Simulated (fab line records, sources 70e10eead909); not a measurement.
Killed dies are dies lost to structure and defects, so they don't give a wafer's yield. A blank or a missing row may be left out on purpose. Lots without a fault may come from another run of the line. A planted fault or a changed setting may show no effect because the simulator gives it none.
A struck lot beside a sound one | flow nand_harc | 34 steps out of a route of 1302
Sound: wafers L973.2, L973.3, L973.5. Struck: wafer L991.5. (L991.2, L991.4 of the same lot were not struck and are left out.) The cause comes at the end.
At each step with rows: each side's tool, then ch and its chambers, then its first start. Under that, the readings that differ: sound wafers | struck wafers | difference of the means | sigmas: that difference in standard deviations of wafers without a fault.
alike: readings whose means differ by less than 2 such deviations, and words and numbers that are the same on both sides. not compared: withheld readings, readings that some wafer has no value for, bounds like >300 that may hide the same value, and numbers for which the record gives no deviation and whose values overlap.
The two part at a step that has a row with sigmas, a row that says differs or no value, or rows on one side only. Numbers that don't overlap but have no deviation are shown without sigmas and don't part them. A reading that every wafer of one side lacks parts them only if that side has two wafers or more.

first, 9 steps without rows for these wafers: NHARC_P_BONDPAD_HARDBAKE_10 (time 65 s); NHARC_P_BONDPAD_DESCUM_11 (chemistry O2, time 3 s); NHARC_P_BONDPAD_ETCH_37 (etches the open film in N2/H2, target depth 60 nm, overetch 18 nm, time 65.91 s); NHARC_P_BONDPAD_ETCH_12 (etches the open film in CHF3/O2, target depth 200 nm, time 100 s); NHARC_P_BONDPAD_STRIP_15 (strips in O2); NHARC_P_BONDPAD_ETCH_24 (etches the open film in CF4/N2, target depth 30 nm, time 72.99 s); NHARC_P_BONDPAD_STRIP_16 (strips in post etch residue remover, time 600 s); NHARC_P_BONDPAD_DEGAS_25 (time 60 s); NHARC_P_BONDPAD_PRE_CLEAN_26 (time 30 s).
NHARC_P_BONDPAD_PVD_17: deposits TaN, target thk 5 nm, time 8.06 s.
  sound on pvd_sputter-03, day 7 16:20; struck on pvd_sputter-03, day 15 03:52
  alike: cathode_dc_power_W, throttle_valve_pct
then, 23 steps without rows for these wafers: NHARC_P_BONDPAD_PVD_27 (deposits Cu, target thk 30 nm, time 20.49 s); NHARC_P_BONDPAD_ECD_18 (material Cu, target thk 400 nm); NHARC_P_BONDPAD_ANNEAL_28 (time 90 s); NHARC_P_BONDPAD_CMP_19 (polishes, t overpolish 30 s, cu recess touch 16 s, target thk 160.81 nm); NHARC_P_BONDPAD_SRD_21 (time 30 s, dry time 20 s); NHARC_P_BONDPAD_ACTIVATE_29 (chemistry N2, time 60 s); NHARC_P_BONDPAD_PRECLEAN_30 (cleans in DIW, time 300 s); NHARC_P_BONDPAD_SRD_31 (time 30 s, dry time 20 s); NHARC_A_ZERO_WELL_PRECLEAN_00 (cleans in SPM, time 600 s); NHARC_A_ZERO_WELL_SRD_01; NHARC_A_ZERO_WELL_DEHYDRATE_02 (time 120 s); NHARC_A_ZERO_WELL_HMDS_03 (time 30 s); NHARC_A_ZERO_WELL_COAT_18 (time 65 s); NHARC_A_ZERO_WELL_COAT_04 (resist thk 600 nm); NHARC_A_ZERO_WELL_SOFTBAKE_05 (time 70 s); NHARC_A_ZERO_WELL_EBR_06; NHARC_A_ZERO_WELL_EXPOSE_07 (exposes mask A ZERO); NHARC_A_ZERO_WELL_PEB_08 (peb time 80 s); NHARC_A_ZERO_WELL_DEVELOP_09 (time 50 s); NHARC_A_ZERO_WELL_HARDBAKE_11 (time 65 s); NHARC_A_ZERO_WELL_DESCUM_12 (chemistry O2, time 3 s); NHARC_A_ZERO_WELL_ETCH_19 (etches the open film in N2/H2, target depth 80 nm, overetch 24 nm, time 87.88 s); NHARC_A_ZERO_WELL_ETCH_13 (etches the open film in HBr/Cl2, target depth 120 nm, time 40.1 s).
-- the record jumps here: 18 days lie between the struck wafers' starts before and after (it left off in module A_ZERO_WELL and takes up again in module END, whose first step shown is number 1302 of the route) --
NHARC_END_SORT_01:
  sound on prober-01 ch 0, day 25 17:37; struck on prober-01 ch 0, day 33 00:28
  reading                  | sound          | struck | difference | sigmas
  defect_limited_yield (%) | 95.6 95.7 96.2 | 87.4   | -8.4       | -3
  killed_at_periphery      | 4 3 4          | 37     | +33        | +12
  killed_dies              | 30 29 26       | 85     | +57        | +3
  sort_bin_2_pct (%)       | 1.0 1.6 1.9    | 6.5    | +5.0       | +5
  sort_n_pass              | 647 648 651    | 592    | -57        | -3
  sort_rim_yield_pct (%)   | 93 96 94       | 78     | -16        | -4
  sort_yield_pct (%)       | 95.6 95.7 96.2 | 87.4   | -8.4       | -3
  alike: killed_at_array, killed_at_other, killed_open, killed_short, sort_bin_3_pct, sort_bin_4_pct

WHERE THEY PART
Only at NHARC_END_SORT_01, within this record.

WHY: what the simulator had put in
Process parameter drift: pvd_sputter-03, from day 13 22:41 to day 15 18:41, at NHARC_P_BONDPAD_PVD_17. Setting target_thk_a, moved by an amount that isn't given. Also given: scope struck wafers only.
